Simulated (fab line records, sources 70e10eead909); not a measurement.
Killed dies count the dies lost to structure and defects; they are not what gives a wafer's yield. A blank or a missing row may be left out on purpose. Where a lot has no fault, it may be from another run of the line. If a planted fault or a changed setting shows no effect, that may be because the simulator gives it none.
fab line records | flow nand_harc
record lots=11 | wafers=33 | last_day=34
route steps=1302 shown A_CHANNEL_HOLE_D2@583
lots with no fault: from the same line, run without faults
start_h: hours from the record's opening day to when the first of the lot's shown wafers began | wait_h: hours from the lot's prior step to this one | " the same as in the row above | L1.1+2: a single row standing in for several wafers | - no value, or no start was given | * or withheld: withheld | < > ~ a bound
route shown NAME@n: NAME is a module with steps in the file, n the number in the route of the first one | usual: mean/standard deviation of fault-free wafers | same: alike in all rows | chamber/n: place in a boat | sites: per-site readings | _std_site: the values' standard deviation | _edge_site: the outer-site mean with the inner-site mean subtracted | radius_mm: how far each site lies from the wafer's centre | mask NAME#n: copy n | behind: tool/chamber where the wafer was last shaped | hold: what put the lot on hold/how long, in hours/how the hold closed | device: which transistor (n, p or np) failed to switch | end of line: the tests these same wafers got at the end of their route | a step with no rows: only its recipe | killed: at the first sort, the dies lost to defects and structure; wafer yield is something else | map: per-die view of a wafer (x killed, . not killed, _ where there is no die)
set.NAME: the run value of the setting; set.NAME@STEP: its run value at that earlier step | model.NAME: the simulator's own value behind a step, which no gauge read
a sample of lots followed through the steps of the route, with each step as a table and each wafer as a row
services: when a tool's chamber went out of use (start_h, in hours from the record's first day, below 0 if earlier), for how many hours, and the reason
## steps
# step NHARC_A_CHANNEL_HOLE_D2_OVL_MEAS_11
# usual overlay_x_nm=0.1/0.97 | overlay_y_nm=0.0/0.64
lot.wafer | tool       | chamber | start_h | wait_h | overlay_x_nm | overlay_y_nm
L938.2    | overlay-02 | -       | 288.10  | -      | 0.3          | 0.4
L938.4    | "          | -       | "       | "      | 1.0          | 0.0
L938.5    | "          | -       | "       | "      | 0.2          | 1.1
L941.1    | overlay-01 | -       | 321.96  | -      | -1.6         | 0.7
L941.4    | "          | -       | "       | "      | -0.8         | 1.2
L941.6    | "          | -       | "       | "      | -1.6         | 0.6
L940.1    | overlay-02 | -       | 322.69  | -      | 0.8          | -0.9
L940.2    | "          | -       | "       | "      | 0.4          | -0.7
L940.6    | "          | -       | "       | "      | 0.6          | -0.6
L943.4    | overlay-02 | -       | 332.41  | -      | -0.8         | -0.4
L943.5    | "          | -       | "       | "      | -0.8         | -0.5
L943.6    | "          | -       | "       | "      | -0.4         | -0.3
L945.2    | overlay-02 | -       | 365.73  | -      | 0.8          | 1.4
L945.4    | "          | -       | "       | "      | 0.6          | 0.8
L945.5    | "          | -       | "       | "      | 0.5          | 1.3
L948.3    | overlay-01 | -       | 390.39  | -      | 0.3          | -0.2
L948.4    | "          | -       | "       | "      | 0.7          | 0.0
L948.5    | "          | -       | "       | "      | 0.3          | -0.2
L949.1    | overlay-02 | -       | 392.14  | -      | -0.7         | -0.7
L949.2    | "          | -       | "       | "      | 0.0          | -0.5
L949.6    | "          | -       | "       | "      | -0.6         | -0.3
L956.1    | overlay-02 | -       | 464.59  | -      | -0.3         | -0.8
L956.4    | "          | -       | "       | "      | 0.0          | -0.2
L956.5    | "          | -       | "       | "      | 0.0          | -0.5
L957.2    | overlay-01 | -       | 484.84  | -      | -0.5         | 0.8
L957.4    | "          | -       | "       | "      | -0.5         | 0.8
L957.5    | "          | -       | "       | "      | -0.3         | 0.7
L960.2    | overlay-01 | -       | 514.16  | -      | 0.2          | 0.0
L960.4    | "          | -       | "       | "      | 0.3          | 0.6
L960.5    | "          | -       | "       | "      | 1.0          | 0.7
L961.1    | overlay-01 | -       | 526.12  | -      | 0.2          | 0.7
L961.2    | "          | -       | "       | "      | -0.5         | -0.2
L961.5    | "          | -       | "       | "      | 0.4          | 0.0
# step NHARC_A_CHANNEL_HOLE_D2_ETCH_38
# recipe target_depth_a=390 | over_etch_frac=0.3 | time_s=65 | ion_energy_ev=80 | cf4_flow_sccm=150 | ar_flow_sccm=0 | rf_w=300 | bias_w=100 | chemistry=CF4
# usual drypump_motor_current_A=5.6/0.43 | oes_product_au=1.000/0.0086 | rf_vpp_V=150.9/1 | showerhead_plenum_p_Torr=1.75/0.061 | throttle_valve_pct=13.284/0.0091
lot.wafer | tool        | chamber | start_h | wait_h | drypump_motor_current_A | oes_product_au | rf_hours_counter_h | rf_vpp_V | showerhead_plenum_p_Torr | throttle_valve_pct
L938.4    | rie_diel-01 | 3       | 288.29  | 0.1    | 6.3                     | 1.003          | 3.8                | 151.6    | 1.82                     | 13.281
L938.2    | "           | 2       | "       | "      | 6.0                     | 0.998          | 4.0                | 153.5    | 1.85                     | 13.283
L938.5    | "           | 3       | "       | "      | 6.3                     | 1.011          | -                  | 151.8    | 1.82                     | 13.287
L941.1    | rie_diel-06 | 2       | 322.15  | 0.1    | 5.5                     | 1.009          | 0.1                | 152.1    | 1.70                     | 13.289
L941.4    | "           | 0       | "       | "      | 4.7                     | 1.002          | 0.1                | 150.4    | 1.72                     | 13.272
L941.6    | "           | 2       | "       | "      | 5.4                     | 1.011          | -                  | 150.8    | 1.70                     | 13.280
L940.2    | rie_diel-10 | 1       | 322.87  | 0.1    | 5.5                     | 1.021          | 3.7                | 151.2    | 1.85                     | 13.292
L940.1    | "           | 0       | "       | "      | 6.0                     | 1.006          | 4.0                | 151.9    | 1.86                     | 13.277
L940.6    | "           | 2       | "       | "      | 5.4                     | 0.987          | -                  | 150.1    | 1.75                     | 13.291
L943.4    | rie_diel-06 | 2       | 332.60  | 0.1    | 5.4                     | 1.008          | 1.0                | 149.9    | 1.70                     | 13.289
L943.5    | "           | 0       | "       | "      | 4.7                     | 0.997          | -                  | 151.1    | 1.72                     | 13.282
L943.6    | "           | 1       | "       | "      | 5.7                     | 1.009          | -                  | 149.7    | 1.69                     | 13.276
L945.4    | rie_diel-06 | 3       | 365.92  | 0.1    | 6.2                     | 0.999          | 2.9                | 150.3    | 1.74                     | 13.285
L945.2    | "           | 0       | "       | "      | 4.7                     | 0.990          | 2.7                | 150.2    | 1.71                     | 13.289
L945.5    | "           | 2       | "       | "      | 5.5                     | 1.004          | -                  | 152.2    | 1.70                     | 13.281
L948.4    | rie_diel-10 | 3       | 390.58  | 0.1    | 5.6                     | 0.996          | 8.5                | 149.8    | 1.68                     | 13.286
L948.3    | "           | 1       | "       | "      | 5.4                     | 1.017          | 8.7                | 152.2    | 1.85                     | 13.290
L948.5    | "           | 3       | "       | "      | 5.6                     | 1.002          | -                  | 149.4    | 1.68                     | 13.280
L949.2    | rie_diel-06 | 3       | 392.35  | 0.1    | 6.1                     | 1.001          | 4.9                | 150.4    | 1.74                     | 13.295
L949.1    | "           | 1       | "       | "      | 5.7                     | 0.992          | 4.3                | 148.2    | 1.69                     | 13.291
L949.6    | "           | 3       | "       | "      | 6.1                     | 1.005          | -                  | 151.1    | 1.74                     | 13.297
L956.1    | rie_diel-10 | 1       | 464.77  | 0.1    | 5.5                     | 0.996          | 3.1                | 152.4    | 1.85                     | 13.287
L956.4    | "           | 3       | "       | "      | 5.6                     | 1.017          | 2.5                | 150.0    | 1.68                     | 13.275
L956.5    | "           | 1       | "       | "      | 5.5                     | 1.002          | -                  | 151.6    | 1.85                     | 13.301
L957.4    | rie_diel-10 | 3       | 485.02  | 0.1    | 5.6                     | 1.005          | 4.4                | 151.3    | 1.68                     | 13.290
L957.2    | "           | 0       | "       | "      | 6.0                     | 1.011          | 3.9                | 152.1    | 1.86                     | 13.284
L957.5    | "           | 3       | "       | "      | 5.6                     | 1.005          | -                  | 150.9    | 1.68                     | 13.296
L960.4    | rie_diel-10 | 1       | 514.34  | 0.1    | 5.5                     | 1.000          | 6.1                | 153.5    | 1.85                     | 13.285
L960.2    | "           | 2       | "       | "      | 5.4                     | 1.014          | 6.8                | 150.4    | 1.75                     | 13.267
L960.5    | "           | 0       | "       | "      | 6.0                     | 1.018          | -                  | 150.3    | 1.86                     | 13.279
L961.2    | rie_diel-01 | 3       | 526.31  | 0.1    | 6.3                     | 0.999          | 8.3                | 151.7    | 1.81                     | 13.286
L961.1    | "           | 1       | "       | "      | 5.3                     | 0.997          | 7.8                | 150.2    | 1.70                     | 13.296
L961.5    | "           | 0       | "       | "      | 5.2                     | 1.003          | -                  | 150.4    | 1.73                     | 13.278
# step NHARC_A_CHANNEL_HOLE_D2_ETCH_21
# recipe bias_v=3000 | source_w=withheld | pressure_mtorr=20 | time_s=514.3 | ar_flow_sccm=375 | c4f8_flow_sccm=89.3 | o2_flow_sccm=35.7 | temp_c=-20 | target_depth_a=16000 | chemistry=C4F8/O2/Ar
# usual drypump_motor_current_A=6.0/0.73 | showerhead_plenum_p_Torr=3.66/0.16 | throttle_valve_pct=32.155/0.0092
lot.wafer | tool        | chamber | start_h | wait_h | drypump_motor_current_A | rf_hours_counter_h | showerhead_plenum_p_Torr | throttle_valve_pct
L938.2    | har_etch-02 | 0       | 291.36  | 0.3    | 6.7                     | 355                | 3.47                     | 32.143
L938.4    | "           | 0       | "       | "      | 6.7                     | -                  | 3.47                     | 32.153
L938.5    | "           | 0       | "       | "      | 6.7                     | -                  | 3.47                     | 32.158
L941.1    | har_etch-02 | 0       | 326.46  | 0.3    | 6.7                     | 370                | 3.47                     | 32.165
L941.4    | "           | 0       | "       | "      | 6.7                     | -                  | 3.47                     | 32.174
L941.6    | "           | 1       | "       | "      | 4.9                     | -                  | 3.73                     | 32.167
L940.2    | har_etch-01 | 0       | 326.65  | 0.3    | 5.9                     | 168                | 3.69                     | 32.142
L940.1    | "           | 1       | "       | "      | 6.6                     | 168                | 3.48                     | 32.166
L940.6    | "           | 0       | "       | "      | 5.9                     | -                  | 3.69                     | 32.148
L943.4    | har_etch-02 | 1       | 334.93  | 0.3    | 5.0                     | -                  | 3.72                     | 32.155
L943.5    | "           | 1       | "       | "      | 4.9                     | -                  | 3.72                     | 32.153
L943.6    | "           | 0       | "       | "      | 6.7                     | -                  | 3.46                     | 32.153
L945.2    | har_etch-01 | 0       | 367.43  | 0.3    | 5.9                     | 195                | 3.67                     | 32.147
L945.4    | "           | 0       | "       | "      | 5.9                     | -                  | 3.67                     | 32.153
L945.5    | "           | 0       | "       | "      | 5.9                     | -                  | 3.67                     | 32.161
L948.4    | har_etch-02 | 0       | 396.36  | 0.3    | 6.7                     | -                  | 3.93                     | 32.149
L948.3    | "           | 1       | "       | "      | 5.0                     | -                  | 3.71                     | 32.131
L948.5    | "           | 1       | "       | "      | 4.9                     | -                  | 3.71                     | 32.162
L949.1    | har_etch-02 | 0       | 400.35  | 0.3    | 6.7                     | 4                  | 3.93                     | 32.168
L949.2    | "           | 1       | "       | "      | 4.9                     | 4                  | 3.70                     | 32.165
L949.6    | "           | 0       | "       | "      | 6.7                     | -                  | 3.93                     | 32.151
L956.1    | har_etch-02 | 0       | 467.98  | 0.3    | 6.7                     | 46                 | 3.91                     | 32.157
L956.4    | "           | 1       | "       | "      | 4.9                     | -                  | 3.68                     | 32.147
L956.5    | "           | 0       | "       | "      | 6.7                     | -                  | 3.91                     | 32.159
L957.2    | har_etch-02 | 0       | 492.18  | 0.3    | 6.7                     | 61                 | 3.90                     | 32.163
L957.4    | "           | 1       | "       | "      | 4.9                     | -                  | 3.67                     | 32.141
L957.5    | "           | 1       | "       | "      | 4.9                     | -                  | 3.67                     | 32.161
L960.2    | har_etch-02 | 1       | 516.52  | 0.3    | 5.0                     | 76                 | 3.67                     | 32.157
L960.4    | "           | 0       | "       | "      | 6.7                     | -                  | 3.89                     | 32.159
L960.5    | "           | 0       | "       | "      | 6.7                     | -                  | 3.89                     | 32.151
L961.1    | har_etch-02 | 0       | 528.49  | 0.3    | 6.7                     | 84                 | 3.89                     | 32.154
L961.2    | "           | 1       | "       | "      | 5.0                     | 84                 | 3.66                     | 32.140
L961.5    | "           | 0       | "       | "      | 6.7                     | -                  | 3.89                     | 32.156
# step NHARC_A_CHANNEL_HOLE_D2_ETCH_22
# recipe bias_v=3000 | source_w=withheld | pressure_mtorr=20 | time_s=666.7 | ar_flow_sccm=375 | c4f8_flow_sccm=89.3 | o2_flow_sccm=35.7 | temp_c=-20 | target_depth_a=16000 | chemistry=C4F8/O2/Ar
# usual drypump_motor_current_A=6.0/0.73 | showerhead_plenum_p_Torr=3.66/0.16 | throttle_valve_pct=32.156/0.0094
lot.wafer | tool        | chamber | start_h | wait_h | drypump_motor_current_A | rf_hours_counter_h | showerhead_plenum_p_Torr | throttle_valve_pct
L938.2    | har_etch-02 | 0       | 291.80  | 0.4    | 6.7                     | 355                | 3.47                     | 32.169
L938.4    | "           | 0       | "       | "      | 6.7                     | -                  | 3.47                     | 32.160
L938.5    | "           | 0       | "       | "      | 6.7                     | -                  | 3.47                     | 32.159
L941.1    | har_etch-02 | 0       | 326.90  | 0.4    | 6.7                     | 371                | 3.47                     | 32.170
L941.4    | "           | 0       | "       | "      | 6.7                     | -                  | 3.47                     | 32.142
L941.6    | "           | 1       | "       | "      | 4.9                     | -                  | 3.73                     | 32.156
L940.2    | har_etch-01 | 0       | 327.09  | 0.4    | 5.9                     | 169                | 3.69                     | 32.164
L940.1    | "           | 1       | "       | "      | 6.6                     | 169                | 3.48                     | 32.150
L940.6    | "           | 0       | "       | "      | 5.9                     | -                  | 3.68                     | 32.173
L943.4    | har_etch-02 | 1       | 335.42  | 0.4    | 4.9                     | -                  | 3.72                     | 32.170
L943.5    | "           | 1       | "       | "      | 5.0                     | -                  | 3.72                     | 32.152
L943.6    | "           | 0       | "       | "      | 6.7                     | -                  | 3.46                     | 32.164
L945.2    | har_etch-01 | 0       | 367.87  | 0.4    | 5.8                     | 195                | 3.67                     | 32.156
L945.4    | "           | 0       | "       | "      | 5.9                     | -                  | 3.67                     | 32.169
L945.5    | "           | 0       | "       | "      | 5.9                     | -                  | 3.67                     | 32.152
L948.4    | har_etch-02 | 0       | 396.84  | 0.4    | 6.7                     | -                  | 3.93                     | 32.161
L948.3    | "           | 1       | "       | "      | 4.9                     | -                  | 3.71                     | 32.150
L948.5    | "           | 1       | "       | "      | 4.9                     | -                  | 3.71                     | 32.160
L949.1    | har_etch-02 | 0       | 400.79  | 0.4    | 6.7                     | 5                  | 3.93                     | 32.166
L949.2    | "           | 1       | "       | "      | 4.9                     | 5                  | 3.70                     | 32.162
L949.6    | "           | 0       | "       | "      | 6.7                     | -                  | 3.93                     | 32.156
L956.1    | har_etch-02 | 0       | 468.44  | 0.4    | 6.7                     | 46                 | 3.91                     | 32.151
L956.4    | "           | 1       | "       | "      | 5.0                     | -                  | 3.68                     | 32.168
L956.5    | "           | 0       | "       | "      | 6.7                     | -                  | 3.91                     | 32.152
L957.2    | har_etch-02 | 0       | 492.63  | 0.4    | 6.7                     | 61                 | 3.90                     | 32.160
L957.4    | "           | 1       | "       | "      | 5.0                     | -                  | 3.67                     | 32.156
L957.5    | "           | 1       | "       | "      | 5.0                     | -                  | 3.67                     | 32.162
L960.2    | har_etch-02 | 1       | 516.96  | 0.4    | 4.9                     | 77                 | 3.67                     | 32.168
L960.4    | "           | 0       | "       | "      | 6.7                     | -                  | 3.89                     | 32.141
L960.5    | "           | 0       | "       | "      | 6.7                     | -                  | 3.89                     | 32.140
L961.1    | har_etch-02 | 0       | 528.93  | 0.4    | 6.7                     | 84                 | 3.88                     | 32.171
L961.2    | "           | 1       | "       | "      | 4.9                     | 84                 | 3.66                     | 32.159
L961.5    | "           | 0       | "       | "      | 6.7                     | -                  | 3.89                     | 32.152
# step NHARC_A_CHANNEL_HOLE_D2_XSEM_32
# recipe landing_energy_ev=35000
# usual bot_cd_nm=75.0/1.3 | bow_nm=8.61/0.29 | tilt_deg=0.09/0.04
lot.wafer | tool    | chamber | start_h | wait_h | bot_cd_nm | bow_nm | tilt_deg
L938.2    | xsem-02 | 0       | 296.56  | 0.1    | 73.1      | 8.82   | 0.09
L938.4    | "       | 0       | "       | "      | 74.6      | 8.90   | 0.09
L938.5    | "       | 0       | "       | "      | 72.7      | 8.86   | 0.09
L941.1    | xsem-01 | 0       | 331.62  | 0.1    | 73.6      | 8.32   | 0.08
L941.4    | "       | 0       | "       | "      | 75.6      | 8.32   | 0.07
L941.6    | "       | 0       | "       | "      | 76.0      | 8.36   | 0.08
L940.1    | xsem-02 | 0       | 331.83  | 0.1    | 75.7      | 8.53   | 0.08
L940.2    | "       | 0       | "       | "      | 76.7      | 8.58   | 0.08
L940.6    | "       | 0       | "       | "      | 74.8      | 8.57   | 0.08
L943.4    | xsem-02 | 0       | 340.01  | 0.1    | 73.5      | 8.36   | 0.13
L943.5    | "       | 0       | "       | "      | 74.4      | 8.40   | 0.12
L943.6    | "       | 0       | "       | "      | 73.3      | 8.36   | 0.12
L945.2    | xsem-01 | 0       | 372.60  | 0.1    | 75.1      | 8.32   | -0.01
L945.4    | "       | 0       | "       | "      | 75.7      | 8.33   | -0.01
L945.5    | "       | 0       | "       | "      | 74.7      | 8.26   | -0.01
L948.3    | xsem-01 | 0       | 401.37  | 0.1    | 75.4      | 8.89   | 0.05
L948.4    | "       | 0       | "       | "      | 74.9      | 9.78   | 0.05
L948.5    | "       | 0       | "       | "      | 73.4      | 8.79   | 0.05
L949.1    | xsem-01 | 0       | 405.55  | 0.1    | 74.8      | 9.73   | 0.08
L949.2    | "       | 0       | "       | "      | 74.6      | 8.12   | 0.08
L949.6    | "       | 0       | "       | "      | 73.1      | 9.72   | 0.08
L956.1    | xsem-01 | 0       | 473.11  | 0.1    | 75.2      | 8.63   | 0.12
L956.4    | "       | 0       | "       | "      | 75.0      | 8.55   | 0.12
L956.5    | "       | 0       | "       | "      | 76.9      | 8.64   | 0.12
L957.2    | xsem-01 | 0       | 497.37  | 0.1    | 74.8      | 7.73   | 0.14
L957.4    | "       | 0       | "       | "      | 74.4      | 7.67   | 0.14
L957.5    | "       | 0       | "       | "      | 74.8      | 7.67   | 0.14
L960.2    | xsem-02 | 0       | 521.75  | 0.1    | 73.9      | 8.65   | 0.06
L960.4    | "       | 0       | "       | "      | 75.3      | 8.61   | 0.06
L960.5    | "       | 0       | "       | "      | 76.8      | 8.67   | 0.06
L961.1    | xsem-02 | 0       | 533.64  | 0.1    | 74.6      | 8.89   | 0.16
L961.2    | "       | 0       | "       | "      | 74.2      | 8.92   | 0.16
L961.5    | "       | 0       | "       | "      | 73.6      | 8.93   | 0.16
## services
tool        | chamber | start_h | hours | kind
rie_diel-06 | 1       | 270.61  | 8.8   | repair
rie_diel-01 | 1       | 327.54  | 3.7   | repair
xsem-02     | -       | 370.58  | 3.3   | repair
xsem-01     | -       | 374.00  | 14.0  | pm
har_etch-02 | -       | 378.80  | 17.0  | pm
har_etch-02 | 0       | 378.80  | 17.0  | vent_cycle
har_etch-02 | 1       | 378.80  | 17.0  | vent_cycle
rie_diel-01 | -       | 380.84  | 9.0   | pm
rie_diel-06 | 0       | 390.70  | 9.6   | repair
har_etch-02 | 0       | 395.80  | -     | clean
har_etch-02 | 0       | 395.80  | -     | consumable_replace:focus_ring
har_etch-02 | 0       | 395.80  | -     | consumable_replace:showerhead
rie_diel-01 | 0       | 401.45  | 4.7   | repair
rie_diel-10 | -       | 419.56  | 9.0   | pm
rie_diel-10 | -       | 455.59  | 1.9   | repair
rie_diel-06 | 3       | 458.55  | 45.8  | repair
rie_diel-01 | 0       | 468.66  | 11.7  | repair
rie_diel-01 | 3       | 472.49  | 14.8  | repair
har_etch-01 | -       | 480.02  | 10.0  | repair
rie_diel-10 | -       | 481.22  | 1.0   | repair
rie_diel-06 | -       | 484.22  | 9.0   | pm
rie_diel-10 | 1       | 501.05  | 2.6   | repair
rie_diel-06 | 0       | 513.27  | 4.5   | repair
rie_diel-01 | -       | 513.54  | 0.4   | repair
## key
first_sign step=NHARC_A_CHANNEL_HOLE_D2_XSEM_32 | reading=bow_nm | direction=up | sigmas=3.9 | usual=8.61 | struck=9.74
effect none on later readings
met_at NHARC_A_CHANNEL_HOLE_D2_ETCH_21
struck_lots L948,L949
struck_wafers L948.4,L949.1,L949.6
tester_left_out L948,L949
not_acting_at NHARC_A_CHANNEL_HOLE_D2_OVL_MEAS_11,NHARC_A_CHANNEL_HOLE_D2_ETCH_38,NHARC_A_CHANNEL_HOLE_D2_ETCH_22
onset_between 334.93 396.36
fault kind=process_parameter_drift | tool=har_etch-02 | chamber=0 | onset_h=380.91 | steps=NHARC_A_CHANNEL_HOLE_D2_ETCH_21 | channel=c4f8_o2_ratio | offset=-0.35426 | shape=step | end_h=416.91 | acts_in=these_recipes_only | stated=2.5
# tester_left_out: of these lots the tester's yield and bins aren't shown, on N5 and GAA mostly nor the transistor test; their killed dies are dies lost to structure and defects alone, not to doping, threshold or leakage, so they don't give the yield
